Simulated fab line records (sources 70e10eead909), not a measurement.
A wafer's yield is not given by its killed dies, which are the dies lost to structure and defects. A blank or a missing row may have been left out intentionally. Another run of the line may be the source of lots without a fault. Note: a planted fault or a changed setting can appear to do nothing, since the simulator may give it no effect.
A lot that was struck, set against a sound lot    flow nand-harc    28 steps out of a route of 1302
Sound: wafers L614.1, L614.4, L614.5. Wafers struck: L629.1, L629.3, L629.5. Last of all comes the cause.
Per side, at each step with rows, come the tool, then ch with its chambers, and then its first start. Under that, the readings that differ: sound wafers    struck wafers    difference of the means    sigmas: that difference in standard deviations of wafers without a fault.
alike: words and numbers the same on both sides, and readings whose means are apart by under 2 such deviations; not compared: readings that were withheld, readings missing a value for some wafer, numbers with overlapping values and no deviation given by the record, and bounds like >300 which may hide the same value.
Wherever a step has rows on one side only, a row that says differs or no value, or a row with sigmas, the two part there. When numbers do not overlap yet have no deviation, they are printed without sigmas and do not part them. A reading missing from all wafers of one side parts the sides only when that side holds two or more wafers.

NHARC_A_CONTACT_ETCH_139: etches the open film in C4F8/O2/Ar, time 195 s, target depth 840 nm.
  sound on har-cap-etch-02 ch 0, day 25 10:35; struck on har-cap-etch-03 ch 0,1, day 31 01:14
  not compared: rf-hours-counter-h
NHARC_A_CONTACT_ETCH_92: etches the open film in CH3F/O2, target depth 40 nm, time 85.7 s.
  sound on rie-diel-07 ch 0,2, day 25 11:07; struck on rie-diel-02 ch 1,3, day 31 01:46
  alike: drypump-motor-current-A, oes-product-au, rf-fwd-power-W, rf-vpp-V, showerhead-plenum-p-Torr, throttle-valve-pct
  not compared: rf-hours-counter-h
then, 1 step without rows for these wafers: NHARC_A_CONTACT_ETCH_98 (etches the open film in C4F6/O2, target depth 20 nm, time 10 s).
NHARC_A_CONTACT_CD_MEAS_15:
  sound: cd-sem-02 at day 25 11:20; struck: cd-sem-03 at day 31 01:59
  alike: cd-nm
then, 3 steps without rows for these wafers: NHARC_A_CONTACT_STRIP_107 (strips in N2/H2); NHARC_A_CONTACT_STRIP_108 (strips in CF4/CHF3); NHARC_A_CONTACT_STRIP_109 (strips in O2/COS).
NHARC_A_CONTACT_ETCH_110: etches the open film in CF4/O2, target depth 60 nm, overetch 6 nm, time 33 s.
  sound on rie-diel-13 ch 0,1,2, day 25 11:40; struck on rie-diel-02 ch 0,1,2, day 31 02:16
  alike: drypump-motor-current-A, oes-product-au, rf-fwd-power-W, rf-vpp-V, showerhead-plenum-p-Torr, throttle-valve-pct
  not compared: rf-hours-counter-h
NHARC_A_CONTACT_STRIP_26: strips in O2.
  sound: rie-diel-13 ch 1,2,3; struck: rie-diel-02 ch 1,2,3
  alike: drypump-motor-current-A, oes-product-au, rf-vpp-V, showerhead-plenum-p-Torr, throttle-valve-pct
  not compared: rf-hours-counter-h
then, 1 step without rows for these wafers: NHARC_A_CONTACT_STRIP_27 (strips in post etch residue remover, time 600 s).
NHARC_A_CONTACT_ALD_18: deposits TiN, target thk 3 nm, pulse time 1 s, ald cycles 150.
  sound on ald-metal-02 ch 0,1,3, day 25 12:29; struck on ald-metal-04 ch 1,2,3, day 31 02:56
  alike: heater-power-w, precursor-pulse-height-rel
then, 1 step without rows for these wafers: NHARC_A_CONTACT_CVD_19 (deposits W, target thk 300 nm, time 802 s).
NHARC_A_CONTACT_CMP_20: polishes, t overpolish 30 s, target thk 300 nm.
  sound on cmp-03 ch 0,2, day 25 13:35; struck on cmp-03 ch 1,2,3, day 31 04:02
reading                 sound                 struck             difference  sigmas
overpolish-run-s (s)    30.022 30.000 29.980  0.044 0.031 0.043  -29.961     -99 or more
time-to-endpoint-s (s)  59 64 63              116 115 116        +54         +18
  alike: motor-current-A
after that, 1 step had no rows for these wafers: NHARC_A_CONTACT_SRD_22.
NHARC_A_CONTACT_INSPECT_23:
  sound: defect-inspect-02 at day 25 13:58; struck: defect-inspect-01 at day 31 04:35
reading           sound        struck          difference  sigmas
raw-defect-count  421 511 490  2570 2232 2224  +1868       +16
  not compared: hold
then, 9 steps without rows for these wafers: NHARC_A_BLC_HMDS_01 (time 30 s); NHARC_A_BLC_COAT_02 (time 75 s); NHARC_A_BLC_COAT_03 (time 65 s); NHARC_A_BLC_COAT_04 (resist thk 90 nm); NHARC_A_BLC_SOFTBAKE_05 (time 55 s); NHARC_A_BLC_EBR_06; NHARC_A_BLC_EXPOSE_07 (exposes mask A BLC, target cd 100 nm); NHARC_A_BLC_PEB_08 (peb time 65 s); NHARC_A_BLC_DEVELOP_09 (develop time 35 s).
NHARC_A_BLC_CD_MEAS_10: target cd 100 nm.
  sound on cd-sem-03 ch 0, day 25 14:21; struck on cd-sem-03 ch 0, day 31 09:16
reading     sound              struck          difference  sigmas
cd-nm (nm)  100.4 100.0 100.3  99.6 99.0 99.1  -1.0        -2
NHARC_A_BLC_OVL_MEAS_11:
  sound: overlay-02 at day 25 14:26; struck: overlay-01 at day 31 09:22
reading            sound        struck       difference  sigmas
overlay-y-nm (nm)  3.1 2.6 2.2  0.2 0.6 0.3  -2.3        -2
  alike: overlay-x-nm
NHARC_A_BLC_INSPECT_12:
  sound: defect-inspect-02 at day 25 14:28; struck: defect-inspect-01 at day 31 09:34
reading           sound        struck          difference  sigmas
raw-defect-count  132 121 115  6188 3828 4762  +4803       +99 or more
  not compared: hold
after that, 1 step had no rows for these wafers: NHARC_END_SORT_01.

== WHERE THEY PART ==
Earliest at NHARC_A_CONTACT_CMP_20; latest, in this record, at NHARC_A_BLC_INSPECT_12.

WHY: what had been put in by the simulator
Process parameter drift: cmp-03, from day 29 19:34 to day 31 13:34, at NHARC_A_CONTACT_CMP_20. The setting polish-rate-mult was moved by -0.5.
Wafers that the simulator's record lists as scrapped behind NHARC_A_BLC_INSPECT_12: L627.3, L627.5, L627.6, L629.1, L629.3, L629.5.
